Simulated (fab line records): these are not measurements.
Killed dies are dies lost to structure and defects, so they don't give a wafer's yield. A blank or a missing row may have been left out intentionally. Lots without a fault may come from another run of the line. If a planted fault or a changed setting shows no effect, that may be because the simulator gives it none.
Chamber matching / flow n5_finfet / 4 sister chambers for N5_BEOL_M4_ETCH_63 on rie_diel-01
The step etches SiARC in CF4, target depth 15.6 nm, time 26 s. 8 wafers are shown with their chamber, then 8 later ones without.

## WAFERS WITH THEIR CHAMBER
wafer=L075.6; chamber=3; showerhead_plenum_p_Torr (Torr)=2.20; drypump_motor_current_A (A)=6.6
wafer=L078.4; chamber=1; showerhead_plenum_p_Torr (Torr)=2.18; drypump_motor_current_A (A)=6.2
wafer=L082.2; chamber=0; showerhead_plenum_p_Torr (Torr)=2.04; drypump_motor_current_A (A)=5.9
wafer=L082.5; chamber=2; showerhead_plenum_p_Torr (Torr)=2.05; drypump_motor_current_A (A)=5.6
wafer=L083.1; chamber=1; showerhead_plenum_p_Torr (Torr)=2.17; drypump_motor_current_A (A)=6.2
wafer=L083.4; chamber=2; showerhead_plenum_p_Torr (Torr)=2.05; drypump_motor_current_A (A)=5.6
wafer=L083.5; chamber=3; showerhead_plenum_p_Torr (Torr)=2.20; drypump_motor_current_A (A)=6.7
wafer=L085.2; chamber=0; showerhead_plenum_p_Torr (Torr)=2.04; drypump_motor_current_A (A)=5.9

## WAFERS WITHOUT THEIR CHAMBER
wafer=L085.3; showerhead_plenum_p_Torr (Torr)=2.05; drypump_motor_current_A (A)=5.6
wafer=L085.4; showerhead_plenum_p_Torr (Torr)=2.19; drypump_motor_current_A (A)=6.7
wafer=L087.1; showerhead_plenum_p_Torr (Torr)=2.17; drypump_motor_current_A (A)=6.2
wafer=L087.5; showerhead_plenum_p_Torr (Torr)=2.04; drypump_motor_current_A (A)=5.9
wafer=L087.6; showerhead_plenum_p_Torr (Torr)=2.19; drypump_motor_current_A (A)=6.7
wafer=L088.1; showerhead_plenum_p_Torr (Torr)=2.17; drypump_motor_current_A (A)=6.2
wafer=L088.2; showerhead_plenum_p_Torr (Torr)=2.04; drypump_motor_current_A (A)=5.9
wafer=L088.5; showerhead_plenum_p_Torr (Torr)=2.04; drypump_motor_current_A (A)=5.9

## CHAMBER TAKEN BY EACH
wafer=L085.3; from the rows above=2; in truth=2
wafer=L085.4; from the rows above=3; in truth=3
wafer=L087.1; from the rows above=1; in truth=1
wafer=L087.5; from the rows above=0; in truth=0
wafer=L087.6; from the rows above=3; in truth=3
wafer=L088.1; from the rows above=1; in truth=1
wafer=L088.2; from the rows above=0; in truth=0
wafer=L088.5; from the rows above=0; in truth=0
Correctly placed: 8 of 8. Number that these rows cannot place: 0. Wrongly placed: 0.
How it was worked out, from the rows above alone: a wafer's distance from a chamber is the root of the sum, over the readings, of the square of ((its reading less the chamber's mean) divided by the reading's scatter). The wafer belongs to the nearest chamber; if the next one is less than 2 further off, it can't be placed. The mean given for a chamber averages the wafers shown for that chamber. The scatter is the square root of a quotient: the sum, over the shown wafers, of each reading's squared deviation from its chamber's mean, divided by wafers minus chambers.
